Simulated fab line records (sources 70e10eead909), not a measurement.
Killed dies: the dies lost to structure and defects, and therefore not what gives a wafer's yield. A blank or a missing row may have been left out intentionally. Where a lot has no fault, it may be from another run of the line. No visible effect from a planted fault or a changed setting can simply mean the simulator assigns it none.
A lot that was struck, set against a sound lot    flow nand harc    30 out of 1159 route steps
Sound: the wafers L466.1, L466.4, L466.5. Struck: wafers L476.1, L476.2, L476.4. The cause comes at the end.
At each step with rows: each side's tool, then ch and its chambers, then its first start. Under that, the readings that differ: sound wafers    struck wafers    difference of the means    sigmas: that difference in standard deviations of wafers without a fault.
alike: readings with means less than 2 such deviations apart, plus words and numbers identical on both sides. not compared: withheld readings, readings lacking a value on some wafer, bounds such as >300 that could conceal the same value, and numbers that have no deviation in the record and whose values overlap.
Wherever a step has rows on one side only, a row that says differs or no value, or a row with sigmas, the two part there. Numbers that have no deviation but don't overlap get no sigmas and don't part them. A reading missing from all wafers of one side parts the sides only when that side holds two or more wafers.

first, 2 steps without rows for these wafers: NHARC_A_CONTACT_ETCH_139 (etches the open film in C4F8/O2/Ar, time 137 s, target depth 590 nm); NHARC_A_CONTACT_ETCH_92 (etches the open film in CH3F/O2, target depth 40 nm, time 85.7 s).
NHARC_A_CONTACT_ETCH_98: etches the open film in C4F6/O2, target depth 20 nm, time 10 s.
  sound on rie diel-02 ch 0,2,3; struck on rie diel-02 ch 1,2,3
reading                sound              struck             difference  sigmas
oes product au (a.u.)  1.004 1.002 0.989  0.942 0.930 0.944  -0.060      -3
  alike: drypump motor current A, rf vpp V, showerhead plenum p Torr, throttle valve pct
  not compared: rf hours counter h
NHARC_A_CONTACT_CD_MEAS_15:
  sound on cd sem-01 at day 18 11:20; struck on cd sem-01 at day 20 19:20
  alike: cd nm
then, 3 steps without rows for these wafers: NHARC_A_CONTACT_STRIP_107 (strips in N2/H2); NHARC_A_CONTACT_STRIP_108 (strips in CF4/CHF3); NHARC_A_CONTACT_STRIP_109 (strips in O2/COS).
NHARC_A_CONTACT_ETCH_110: etches the open film in CF4/O2, target depth 50 nm, overetch 5 nm, time 27.5 s.
  sound on rie diel-07 ch 1,3, day 18 11:48; struck on rie diel-02 ch 1,2,3, day 20 19:38
  alike: drypump motor current A, oes_ar_750_au, oes product au, rf vpp V, showerhead plenum p Torr, throttle valve pct
  not compared: rf hours counter h
NHARC_A_CONTACT_STRIP_26: strips in O2.
  sound on rie diel-07 ch 0,1,2; struck on rie diel-02 ch 1,2,3
  alike: drypump motor current A, oes product au, rf vpp V, showerhead plenum p Torr, throttle valve pct
  not compared: rf hours counter h
then, 1 step without rows for these wafers: NHARC_A_CONTACT_STRIP_27 (strips in post etch residue remover, time 600 s).
NHARC_A_CONTACT_ALD_18: deposits TiN, target thk 3 nm, pulse time 1 s, ald cycles 150.
  sound on ald metal-01 ch 0,2,3, day 18 12:34; struck on ald metal-01 ch 0,1,3, day 20 20:19
  alike: heater power w, precursor pulse height rel
NHARC_A_CONTACT_CVD_19: deposits W, target thk 300 nm, time 802 s.
  sound on cvd w-01 ch 1; struck on cvd w-02 ch 0,1
  alike: heater power w, mfc wf6 sccm, throttle valve pct
NHARC_A_CONTACT_CMP_20: polishes, t overpolish 30 s, target thk 300 nm.
  sound on cmp-03 ch 0,1,2, day 18 14:06; struck on cmp-03 ch 0,2,3, day 20 21:24
  alike: motor current A, overpolish run s, time to endpoint s
next, for these wafers, 1 step has no rows: NHARC_A_CONTACT_SRD_22.
NHARC_A_CONTACT_INSPECT_23:
  sound on defect inspect-01 at day 18 14:27; struck on defect inspect-01 at day 20 21:48
reading           sound        struck          difference  sigmas
raw defect count  531 281 393  1654 1242 1265  +985        +9
then, 10 steps without rows for these wafers: NHARC_A_BLC_DEHYDRATE_00 (time 120 s); NHARC_A_BLC_HMDS_01 (time 30 s); NHARC_A_BLC_COAT_02 (time 75 s); NHARC_A_BLC_COAT_03 (time 65 s); NHARC_A_BLC_COAT_04 (resist thk 90 nm); NHARC_A_BLC_SOFTBAKE_05 (time 55 s); NHARC_A_BLC_EBR_06; NHARC_A_BLC_EXPOSE_07 (exposes mask A BLC, target cd 100 nm); NHARC_A_BLC_PEB_08 (peb time 65 s); NHARC_A_BLC_DEVELOP_09 (develop time 35 s).
NHARC_A_BLC_CD_MEAS_10: the cd target is 100 nm.
  sound on cd sem-02 ch 0, day 18 14:57; struck on cd sem-03 ch 0, day 20 22:13
  alike: cd nm
NHARC_A_BLC_OVL_MEAS_11:
  sound on overlay-02 at day 18 15:02; struck on overlay-02 at day 20 22:19
reading            sound           struck       difference  sigmas
overlay x nm (nm)  -1.0 -1.0 -0.5  1.0 0.3 1.1  +1.6        +2
  alike: overlay y nm
NHARC_A_BLC_INSPECT_12:
  sound on defect inspect-02 at day 18 15:05; struck on defect inspect-02 at day 20 22:21
reading           sound     struck       difference  sigmas
raw defect count  26 20 27  780 808 794  +770        +64
then, 1 step without rows for these wafers: NHARC_A_BLC_DESCUM_15 (chemistry O2, time 3 s).
-- break in the record here, with 2 days between the starts of the struck wafers on either side (left off in module A_BLC, picked up again in module END, where the first step shown is number 1159 on the route) --
NHARC_END_SORT_01:
  at this point the record logs the struck wafers (prober-02 ch 0, day 23 02:50) and has no rows for the sound ones

== WHERE THEY PART ==
Earliest at NHARC_A_CONTACT_ETCH_98; latest, in this record, at NHARC_END_SORT_01.

WHY: what had been put in by the simulator
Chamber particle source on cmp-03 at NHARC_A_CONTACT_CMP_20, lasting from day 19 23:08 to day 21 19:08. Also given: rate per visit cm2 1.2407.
